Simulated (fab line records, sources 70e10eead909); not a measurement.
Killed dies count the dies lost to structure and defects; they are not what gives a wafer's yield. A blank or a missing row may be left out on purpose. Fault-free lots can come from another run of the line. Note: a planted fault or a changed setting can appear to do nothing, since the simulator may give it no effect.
fab line records | flow nandHarc
record lots=14 wafers=42 lastDay=33
route steps=1302 shown A_SLIT@946 A_CONTACT@983
lots that met no fault: from a run of the same line without faults
startH: the number of hours between the record's first day and the start of the first shown wafer of the lot | waitH: hours since the lot's step before | " identical to the entry in the row above | L1.1+2: a single row standing in for several wafers | - no value, or no start given | * or withheld: withheld | < > ~ a bound
route shown NAME@n: NAME is a module with steps in the file, n the number in the route of the first one | usual: average and standard deviation across the fault-free wafers | same: alike in all rows | chamber/n: place in a boat | sites: readings site by site | _std_site: their standard deviation | _edge_site: inner sites' mean taken away from outer sites' mean | radiusMm: for every site, how far away it sits from the centre of the wafer | mask NAME#n: copy n | behind: the last tool/chamber to shape the wafer | hold: what put the lot on hold/how long, in hours/how the hold closed | device: which transistor (n, p or np) failed to switch | end of line: tests of these same wafers at the route's end | a step without rows: its recipe alone | killed: the dies lost at the first sort to structure and to defects; this is not the yield of the wafer | map: per-die view of a wafer (x killed, . not killed, _ where there is no die)
set.NAME: the run value of the setting; set.NAME@STEP: its run value at that earlier step | model.NAME: the simulator's own value behind a step, which no gauge read
a sample of lots followed through the steps of the route, with each step as a table and each wafer as a row
services: from which hour (startH, from the record's first day; less than 0 if before it) a tool's chamber was out of use, for how many hours, and why
## steps
# step NHARC_A_SLIT_CD_MEAS_21
# usual cdNm=289.8/0.55
# columns lot.wafer tool chamber startH waitH cdNm
L427.2 cdSem-02 - 472.50 - 289.5
L427.4 " - " " 290.1
L427.6 " - " " 289.7
L431.1 cdSem-01 - 501.51 - 288.8
L431.4 " - " " 288.7
L431.6 " - " " 289.4
L433.1 cdSem-01 - 522.85 - 289.8
L433.4 " - " " 290.2
L433.6 " - " " 290.4
L434.2 cdSem-03 - 529.98 - 289.7
L434.4 " - " " 291.0
L434.6 " - " " 290.0
L437.1 cdSem-03 - 566.30 - 290.5
L437.2 " - " " 290.6
L437.6 " - " " 289.9
L435.1 cdSem-01 - 566.59 - 289.7
L435.4 " - " " 289.2
L435.5 " - " " 289.6
L440.1 cdSem-02 - 574.40 - 289.1
L440.2 " - " " 289.4
L440.6 " - " " 290.0
L436.1 cdSem-03 - 574.73 - 290.3
L436.2 " - " " 290.1
L436.5 " - " " 289.6
L438.1 cdSem-03 - 578.23 - 289.8
L438.2 " - " " 289.4
L438.5 " - " " 289.7
L439.1 cdSem-01 - 585.88 - 290.2
L439.4 " - " " 290.3
L439.5 " - " " 290.1
L441.2 cdSem-02 - 587.47 - 290.6
L441.4 " - " " 290.3
L441.6 " - " " 290.4
L447.3 cdSem-01 - 658.47 - 289.5
L447.5 " - " " 290.2
L447.6 " - " " 289.4
L449.2 cdSem-03 - 675.46 - 289.4
L449.4 " - " " 289.8
L449.6 " - " " 290.1
L448.1 cdSem-03 - 688.33 - 289.4
L448.2 " - " " 290.1
L448.3 " - " " 289.7
# step NHARC_A_CONTACT_DEP_24
# recipe targetThkA=5000 tempC=400 pressureTorr=6.5 rfW=900 teosFlowSccm=161.4 flowSccm=2650 targetThkNm=500 gas=O2 material=SiO2
# usual chamberPressureTorr=6.500/0.013 heaterPowerOuterW=295/45 heaterPowerW=540/71 throttleValvePct=16.0/0.5
# columns lot.wafer tool chamber startH waitH chamberPressureTorr heaterPowerOuterW heaterPowerW throttleValvePct
L427.2 pecvd-04 0 502.99 0.2 6.492 272 535 15.8
L427.4 " 0 " " 6.492 292 555 15.8
L427.6 " 0 " " 6.500 315 570 15.8
L431.1 pecvd-02 0 526.41 0.1 6.479 280 557 15.1
L431.6 " 0 " " 6.478 298 563 15.2
L431.4 " 1 " " 6.498 284 493 15.7
L433.1 pecvd-01 2 547.67 0.1 6.539 289 500 15.8
L433.4 " 2 " " 6.533 292 523 15.6
L433.6 " 2 " " 6.505 197 397 15.5
L434.2 pecvd-04 2 556.10 0.1 6.484 336 602 16.7
L434.4 " 1 " " 6.483 277 485 16.2
L434.6 " 0 " " 6.511 263 513 15.8
L437.2 pecvd-01 0 593.44 0.2 6.499 351 671 16.6
L437.1 " 1 " " 6.499 335 573 15.3
L437.6 " 1 " " 6.482 337 586 15.3
L435.1 pecvd-04 1 593.53 0.4 6.497 288 509 16.4
L435.5 " 2 " " 6.501 394 676 16.9
L435.4 " 0 " " 6.494 312 571 16.0
L440.2 pecvd-01 2 599.75 0.1 6.536 305 516 15.5
L440.1 " 0 " " 6.496 358 680 16.2
L440.6 " 0 " " 6.512 355 713 16.3
L436.2 pecvd-04 2 599.79 0.1 6.512 388 665 17.2
L436.1 " 0 " " 6.498 225 451 15.8
L436.5 " 0 " " 6.522 250 493 15.9
L438.1 pecvd-01 0 606.53 0.1 6.470 311 634 16.1
L438.2 " 2 " " 6.484 268 508 15.6
L438.5 " 0 " " 6.505 335 659 16.3
L439.1 pecvd-04 0 612.99 0.1 6.485 287 547 16.0
L439.5 " 2 " " 6.483 355 592 17.1
L439.4 " 0 " " 6.498 306 556 15.8
L441.2 pecvd-02 2 613.03 0.2 6.516 255 469 15.9
L441.4 " 0 " " 6.505 285 544 15.0
L441.6 " 1 " " 6.523 304 502 16.0
L447.3 pecvd-02 1 685.43 0.2 - - - -
L447.6 " 2 " " - - - -
L447.5 " 1 " " - - - -
L449.2 pecvd-04 2 701.81 0.1 - - - -
L449.4 " 2 " " - - - -
L449.6 " 1 " " - - - -
L448.1 pecvd-01 1 713.61 0.1 6.510 298 521 15.2
L448.3 " 2 " " 6.492 326 582 15.6
L448.2 " 0 " " 6.498 290 588 15.8
# step NHARC_A_CONTACT_DEP_29
# recipe targetThkA=1000 targetThkNm=100 tempC=400 pressureTorr=3.5 flowSccm=200 rfW=350 material=SiON
# usual chamberPressureTorr=3.501/0.0079 heaterPowerOuterW=441/50 heaterPowerW=736/76
# columns lot.wafer tool chamber startH waitH chamberPressureTorr heaterPowerOuterW heaterPowerW
L427.2 pecvd-02 1 510.23 2.9 3.512 467 724
L427.4 " 1 " " 3.497 458 718
L427.6 " 2 " " 3.487 323 572
L431.1 pecvd-04 0 532.88 3.6 3.495 421 702
L431.4 " 1 " " 3.505 457 716
L431.6 " 2 " " 3.497 477 752
L433.1 pecvd-02 0 553.18 3.6 3.507 416 740
L433.4 " 0 " " 3.508 428 747
L433.6 " 1 " " 3.516 449 711
L434.2 pecvd-02 0 562.88 2.8 3.502 383 695
L434.6 " 0 " " 3.501 382 681
L434.4 " 1 " " 3.503 491 756
L435.1 pecvd-01 0 598.31 3.6 3.490 411 762
L435.5 " 1 " " 3.502 495 768
L435.4 " 2 " " 3.498 376 628
L437.1 pecvd-04 2 598.48 3.7 3.497 538 839
L437.2 " 1 " " 3.496 371 596
L437.6 " 1 " " 3.494 372 614
L436.1 pecvd-04 0 604.68 3.5 3.507 464 758
L436.2 " 2 " " 3.506 546 840
L436.5 " 1 " " 3.493 346 596
L440.2 pecvd-01 0 606.27 2.9 3.503 503 874
L440.1 " 1 " " 3.487 451 736
L440.6 " 1 " " 3.483 465 749
L438.1 pecvd-01 1 613.99 3.6 3.515 476 762
L438.2 " 2 " " 3.496 432 710
L438.5 " 2 " " 3.498 434 734
L441.2 pecvd-01 1 626.90 2.9 3.491 491 795
L441.4 " 2 " " 3.518 379 642
L441.6 " 1 " " 3.505 491 793
L439.1 pecvd-04 1 627.61 3.6 3.493 357 589
L439.4 " 0 " " 3.497 460 765
L439.5 " 1 " " 3.493 354 605
L447.3 pecvd-01 1 690.13 2.1 3.505 491 795
L447.5 " 1 " " 3.507 504 776
L447.6 " 0 " " 3.513 452 796
L449.2 pecvd-04 1 706.76 2.9 3.508 425 694
L449.4 " 1 " " 3.489 425 719
L449.6 " 2 " " 3.504 520 802
L448.1 pecvd-01 2 719.33 3.6 3.501 380 667
L448.2 " 0 " " 3.505 507 867
L448.3 " 1 " " 3.512 476 768
# step NHARC_A_CONTACT_ETCH_48
# recipe targetDepthA=390 overEtchFrac=0.3 timeS=65 ionEnergyEv=80 cf4FlowSccm=150 arFlowSccm=0 rfW=300 biasW=100 chemistry=CF4
# usual drypumpMotorCurrentA=5.6/0.44 oesProductAu=0.996/0.0079 rfVppV=151.0/1.2 showerheadPlenumPTorr=1.75/0.071 throttleValvePct=13.284/0.0097
# same overEtchFrac=0.3
# columns lot.wafer tool chamber startH waitH drypumpMotorCurrentA oesProductAu rfHoursCounterH rfVppV showerheadPlenumPTorr throttleValvePct
L427.2 rieDiel-01 0 511.23 0.1 5.0 1.001 16 152.2 1.76 13.275
L427.4 " 1 " " 6.4 1.001 14 151.5 1.78 13.275
L427.6 " 3 " " 5.4 1.000 - 150.4 1.73 13.284
L431.4 rieDiel-01 3 533.82 0.1 5.4 1.003 26 151.5 1.73 13.282
L431.1 " 0 " " 5.0 0.997 23 151.4 1.76 13.293
L431.6 " 3 " " 5.4 0.987 - 149.3 1.73 13.291
L433.1 rieDiel-01 2 554.13 0.1 5.7 1.002 30 151.3 1.71 13.272
L433.4 " 3 " " 5.4 0.995 31 149.8 1.73 13.296
L433.6 " 2 " " 5.7 0.987 - 151.8 1.71 13.305
L434.4 rieDiel-03 3 563.76 0.1 5.5 0.978 31 149.5 1.71 13.270
L434.2 " 0 " " 5.0 0.995 32 154.5 1.80 13.266
L434.6 " 2 " " 5.6 0.996 - 149.5 1.73 13.292
L435.1 rieDiel-01 1 599.25 0.1 6.4 1.000 2 150.6 1.77 13.281
L435.4 " 3 " " 5.4 1.001 - 152.3 1.73 13.298
L435.5 " 3 " " 5.4 0.997 - 152.0 1.73 13.279
L437.2 rieDiel-08 1 599.48 0.1 6.2 1.007 16 152.1 1.90 13.289
L437.1 " 3 " " 5.4 0.997 17 151.3 1.65 13.279
L437.6 " 0 " " 5.6 1.001 - 150.0 1.70 13.275
L436.1 rieDiel-08 2 605.55 0.1 6.1 0.994 13 153.8 1.90 13.275
L436.2 " 3 " " 5.4 0.980 20 150.3 1.65 13.283
L436.5 " 1 " " 6.2 0.997 - 153.4 1.90 13.283
L440.1 rieDiel-01 1 607.26 0.1 6.4 1.009 5 151.4 1.77 13.287
L440.2 " 3 " " 5.4 1.003 5 150.3 1.73 13.296
L440.6 " 0 " " 5.0 0.988 - 151.3 1.75 13.283
L438.2 rieDiel-08 3 614.97 0.1 5.4 0.989 21 151.2 1.65 13.277
L438.1 " 2 " " 6.1 0.989 14 153.1 1.90 13.287
L438.5 " 0 " " 5.6 1.002 - 149.6 1.70 13.288
L441.2 rieDiel-01 0 627.86 0.1 5.0 0.995 7 152.2 1.75 13.290
L441.4 " 3 " " 5.4 1.000 - 150.0 1.72 13.272
L441.6 " 0 " " 5.0 0.985 - 150.1 1.75 13.276
L439.1 rieDiel-03 2 628.45 0.1 5.6 1.004 47 151.1 1.72 13.266
L439.4 " 0 " " 5.0 1.000 57 152.5 1.80 13.281
L439.5 " 2 " " 5.5 1.006 - 150.2 1.72 13.307
L447.3 rieDiel-03 3 691.15 0.1 5.5 1.002 18 152.5 1.70 13.288
L447.5 " 3 " " 5.5 0.999 - 151.3 1.70 13.283
L447.6 " 0 " " 5.0 1.000 - 150.5 1.79 13.286
L449.2 rieDiel-01 0 707.74 0.1 5.0 0.990 22 149.6 1.75 13.260
L449.4 " 1 " " 6.3 1.015 24 150.3 1.77 13.277
L449.6 " 2 " " 5.7 0.999 - 151.9 1.70 13.277
L448.1 rieDiel-01 2 720.31 0.1 5.7 0.997 8 151.0 1.70 13.277
L448.3 " 0 " " 5.0 0.993 23 151.8 1.75 13.296
L448.2 " 1 " " 6.4 1.005 25 152.7 1.77 13.294
## services
# columns tool chamber startH hours kind
pecvd-01 - 492.00 13.0 pm
pecvd-01 0 492.00 13.0 ventCycle
pecvd-01 1 492.00 13.0 ventCycle
pecvd-01 2 492.00 13.0 ventCycle
pecvd-04 1 492.40 15.6 repair
rieDiel-03 - 497.64 0.5 repair
rieDiel-08 2 499.32 11.7 repair
pecvd-01 0 505.00 - clean
pecvd-04 - 518.75 1.7 repair
rieDiel-03 - 541.18 0.5 repair
pecvd-01 0 543.82 6.2 repair
rieDiel-08 - 549.77 9.0 pm
rieDiel-01 - 558.38 9.0 pm
pecvd-02 - 564.50 1.3 repair
rieDiel-01 2 582.28 79.9 repair
rieDiel-01 0 588.77 4.8 repair
pecvd-02 - 589.27 13.0 pm
pecvd-02 - 606.89 0.4 repair
pecvd-04 - 631.28 13.0 pm
pecvd-01 2 632.91 8.4 repair
rieDiel-03 - 635.94 9.0 pm
rieDiel-01 - 650.49 0.4 repair
pecvd-01 - 673.04 13.0 pm
pecvd-02 1 700.20 11.3 repair
## key
firstSign step=NHARC_A_CONTACT_DEP_24 reading=toolRecord direction=missing
effect none on later readings
metAt NHARC_A_CONTACT_DEP_24
struckLots L447,L449
laterRowsLeftOut L447.3,L447.5,L447.6,L449.2,L449.4,L449.6
sortLeftOut L447.3,L447.5,L447.6,L449.2,L449.4,L449.6
testerLeftOut L447,L449
notActingAt NHARC_A_SLIT_CD_MEAS_21,NHARC_A_CONTACT_DEP_29,NHARC_A_CONTACT_ETCH_48
onsetBetween 613.03 685.43
fault kind=skippedStepWhole tool=pecvd-02,pecvd-04 chamber=- onsetH=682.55 steps=NHARC_A_CONTACT_DEP_24 scope=struckLotsOnly
# testerLeftOut: of these lots the tester's yield and bins aren't shown, on N5 and GAA mostly nor the transistor test; their killed dies are dies lost to structure and defects alone, not to doping, threshold or leakage, so they don't give the yield
# sortLeftOut: the simulated sort isn't trusted on such a fault, so these wafers' sort isn't shown, and their yield isn't known
# laterRowsLeftOut: the simulator's readings of these wafers behind a module that went badly wrong aren't trusted and aren't shown, but for the sort
